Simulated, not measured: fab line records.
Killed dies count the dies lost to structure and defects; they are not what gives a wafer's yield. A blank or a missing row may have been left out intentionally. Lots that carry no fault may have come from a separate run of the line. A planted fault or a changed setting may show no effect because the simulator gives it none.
One fault seen from 3 desks	flow nand harc	every desk sees just its own numbers, and what lay behind them comes last

## THE DEFECT DESK
For each lot, the counts of the inspections along the route, averaged over the sampled wafers that have a number. A lot is out of limits, marked OUT, if its mean lies more than 4 standard deviations from the usual mean; the brackets give that distance.
Columns: A = raw defect count at NHARC_P_ZERO_WELL_INSPECT_43, usual 13
lot	first seen here	A
L516	day 2 13:50	13
L517	day 2 23:22	12
L518	day 3 09:41	19
L522	day 5 01:22	16
L524	day 5 21:47	7
L525	day 6 08:17	7
L530	day 8 09:49	6
L531	day 8 21:36	445 (+76) OUT
L532	day 9 05:55	423 (+72) OUT
L535	day 10 13:25	11
L536	day 10 21:31	14
L538	day 11 17:37	11
This desk's verdict: out of limits on L531, L532, starting with L531 at day 8 21:36 (raw defect count at NHARC_P_ZERO_WELL_INSPECT_43). Within limits: L516, L517, L518, L522, L524, L525, L530, L535, L536, L538.

## THE TOOL OWNER'S DESK: rie diel-07
The tool's own readings at NHARC_P_ZERO_WELL_ETCH_65 (etches the open film in N2/H2, target depth 80 nm, overetch 24 nm, time 87.88 s): means of the sampled wafers that have a number, for each lot that ran on this tool. A lot is out of limits, marked OUT, if its mean lies more than 4 standard deviations from the usual mean; the brackets give that distance.
Columns: A = drypump motor current A at NHARC_P_ZERO_WELL_ETCH_65, usual 5.9 A; B = h2 flow sccm at NHARC_P_ZERO_WELL_ETCH_65, usual 150.0 sccm; C = oes product au at NHARC_P_ZERO_WELL_ETCH_65, usual 0.998 a.u.; D = rf vpp V at NHARC_P_ZERO_WELL_ETCH_65, usual 430.2 V; E = showerhead plenum p Torr at NHARC_P_ZERO_WELL_ETCH_65, usual 2.03 Torr; F = throttle valve pct at NHARC_P_ZERO_WELL_ETCH_65, usual 14.171 %
lot	first seen here	A	B	C	D	E	F
L517	day 2 17:22	5.9	150.3	1.000	428.3	2.00	14.169
L524	day 5 15:29	5.9	149.8	0.998	431.8	2.07	14.168
L531	day 8 13:34	5.9	149.7	0.997	432.3	2.10	14.167
L532	day 8 23:40	6.2	150.0	0.996	432.6	2.13	14.170
L538	day 11 11:30	6.4	150.5	1.006	431.4	2.08	14.163
Result from this desk: across the 5 lots, nothing is out of limits.

## AT THE METROLOGY DESK
What the gauges read, lot by lot, whatever tool the lot ran on: means of the sampled wafers that have a number. A lot is out of limits, marked OUT, if its mean lies more than 4 standard deviations from the usual mean; the brackets give that distance.
Columns: A = cd nm at NHARC_P_ZERO_WELL_CD_MEAS_11, usual 500.0 nm; B = cd nm at NHARC_P_ZERO_WELL_CD_MEAS_37, usual 720.1 nm
lot	first seen here	A	B
L516	day 2 07:18	500.3	721.3
L517	day 2 17:08	499.6	721.2
L518	day 3 03:15	499.5	720.0
L522	day 4 19:07	498.3	721.7
L524	day 5 15:14	500.0	720.3
L525	day 6 01:31	501.7	720.1
L530	day 8 03:07	498.9	719.3
L531	day 8 13:19	501.6	718.6
L532	day 8 23:26	501.4	720.1
L535	day 10 05:14	500.2	722.0
L536	day 10 15:15	499.7	720.2
L538	day 11 11:14	499.7	718.9
Result from this desk: across the 12 lots, nothing is out of limits.

## BROUGHT TOGETHER
The defect desk could have raised an alarm at day 8 21:36, on L531, L532.
The tool owner's desk saw nothing out of limits.
Metrology desk: nothing out of limits seen.
On record at the tool owner's desk: L531, L532, within its limits.
The metrology desk has L531, L532 on record, within its limits.
Of the lots named, all ran NHARC_P_ZERO_WELL_ETCH_65 on rie diel-07.

## WHAT THE SIMULATOR HAD PUT IN
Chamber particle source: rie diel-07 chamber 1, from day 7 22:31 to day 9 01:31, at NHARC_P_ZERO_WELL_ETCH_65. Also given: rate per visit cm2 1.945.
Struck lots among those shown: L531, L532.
Hours from the fault's start to each desk's first reading out of limits: the defect desk, 23.
